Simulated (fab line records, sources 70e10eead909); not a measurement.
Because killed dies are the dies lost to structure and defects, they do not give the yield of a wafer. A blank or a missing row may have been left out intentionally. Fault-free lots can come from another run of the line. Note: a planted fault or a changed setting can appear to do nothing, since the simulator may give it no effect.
Struck lot and sound lot, side by side | flow nand harc | 15 steps out of a route of 1302
Sound: these wafers, L833.2, L833.3, L833.4. Struck: wafer L853.1; the same lot's L853.5 was not struck, so it is left out; see the end for the cause.
Order at every step that has rows: each side's tool, ch and its chambers, its first start. Under that, the readings that differ: sound wafers | struck wafers | difference of the means | sigmas: that difference in standard deviations of wafers without a fault.
alike: readings whose means differ by less than 2 such deviations, and words and numbers that are the same on both sides. not compared: withheld readings, readings that some wafer has no value for, bounds like >300 that may hide the same value, and numbers for which the record gives no deviation and whose values overlap.
Wherever a step has rows on one side only, a row that says differs or no value, or a row with sigmas, the two part there. Numbers that don't overlap but have no deviation are shown without sigmas and don't part them. A reading that every wafer of one side lacks parts them only if that side has two wafers or more.

first, 2 steps without rows for these wafers: NHARC_A_CHANNEL_HOLE_D1_ETCH_19 (etches the open film in C4F8/O2/Ar, time 34.5 s); NHARC_A_CHANNEL_HOLE_D1_ETCH_20 (etches the open film in C4F8/O2/Ar, time 361.9 s, target depth 1600 nm).
NHARC_A_CHANNEL_HOLE_D1_ETCH_21: etches the open film in C4F8/O2/Ar, time 514.3 s, target depth 1600 nm.
  sound on har etch-02 ch 0,1, day 8 11:53; struck on har etch-01 ch 0, day 17 04:18
  alike: drypump motor current A, o2 flow sccm, showerhead plenum p Torr, throttle valve pct
  not compared: rf hours counter h
NHARC_A_CHANNEL_HOLE_D1_ETCH_22: etches the open film in C4F8/O2/Ar, time 666.7 s, target depth 1600 nm.
  sound on har etch-02 ch 0,1, day 8 12:20; struck on har etch-01 ch 0, day 17 04:46
  alike: drypump motor current A, o2 flow sccm, showerhead plenum p Torr, throttle valve pct
  not compared: rf hours counter h
then, 1 step without rows for these wafers: NHARC_A_CHANNEL_HOLE_D1_ETCH_23 (etches the open film in C4F8/O2/Ar, time 819 s, target depth 1600 nm).
NHARC_A_CHANNEL_HOLE_D1_ETCH_24: etches the open film in C4F8/O2/Ar, time 906.2 s, target depth 1500 nm.
  sound on har etch-02 ch 0,1, day 8 13:39; struck on har etch-01 ch 0, day 17 06:03
  alike: drypump motor current A, o2 flow sccm, showerhead plenum p Torr, throttle valve pct
  not compared: rf hours counter h
NHARC_A_CHANNEL_HOLE_D1_ETCH_25: etches the open film in C4F8/O2/Ar, time 1040.2 s, target depth 1500 nm.
  sound on har etch-02 ch 0,1, day 8 14:27; struck on har etch-01 ch 0, day 17 06:50
  alike: drypump motor current A, o2 flow sccm, showerhead plenum p Torr, throttle valve pct
  not compared: rf hours counter h
then, 1 step without rows for these wafers: NHARC_A_CHANNEL_HOLE_D1_ETCH_26 (etches the open film in C4F8/O2/Ar, time 224.1 s, target depth 300 nm).
NHARC_A_CHANNEL_HOLE_D1_ETCH_33: etches the open film in C4F8/O2/Ar, time 90 s, target depth 400 nm.
  sound on har etch-02 ch 0,1, day 8 15:26; struck on har etch-01 ch 0, day 17 07:48
  alike: drypump motor current A, o2 flow sccm, showerhead plenum p Torr, throttle valve pct
  not compared: rf hours counter h
then, 3 steps without rows for these wafers: NHARC_A_CHANNEL_HOLE_D1_STRIP_41 (strips in N2/H2); NHARC_A_CHANNEL_HOLE_D1_STRIP_42 (strips in CF4/CHF3); NHARC_A_CHANNEL_HOLE_D1_STRIP_43 (strips in O2/COS).
NHARC_A_CHANNEL_HOLE_D1_ETCH_44: etches the open film in CF4/O2, target depth 140 nm, overetch 14 nm, time 77 s.
  sound on rie diel-11 ch 1,2,3, day 8 16:10; struck on rie diel-11 ch 0, day 17 08:32
  reading                | sound             | struck | difference | sigmas
  oes product au (a.u.)  | 1.021 0.999 0.979 | 0.939  | -0.061     | -5
  rf hours counter h (h) | 8 9 7             | 11     | +3         |
  alike: drypump motor current A, o2 flow sccm, rf vpp V, showerhead plenum p Torr, throttle valve pct
then, 1 step without rows for these wafers: NHARC_A_CHANNEL_HOLE_D1_STRIP_27 (strips in O2).
-- record jumps: 16 days between struck wafers' starts before vs after; left off in module A_CHANNEL_HOLE_D1, resumes in module END, first step shown is number 1302 of the route --
NHARC_END_SORT_01:
  here the record holds rows for the struck wafers (prober-01 ch 0, day 33 01:53) but none for the sound ones

## WHERE THEY PART
Earliest at NHARC_A_CHANNEL_HOLE_D1_ETCH_44; latest, in this record, at NHARC_END_SORT_01.

WHY: whatever the simulator had introduced
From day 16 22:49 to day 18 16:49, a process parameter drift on rie diel-11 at NHARC_A_CHANNEL_HOLE_D1_ETCH_44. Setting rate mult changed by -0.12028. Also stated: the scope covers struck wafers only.
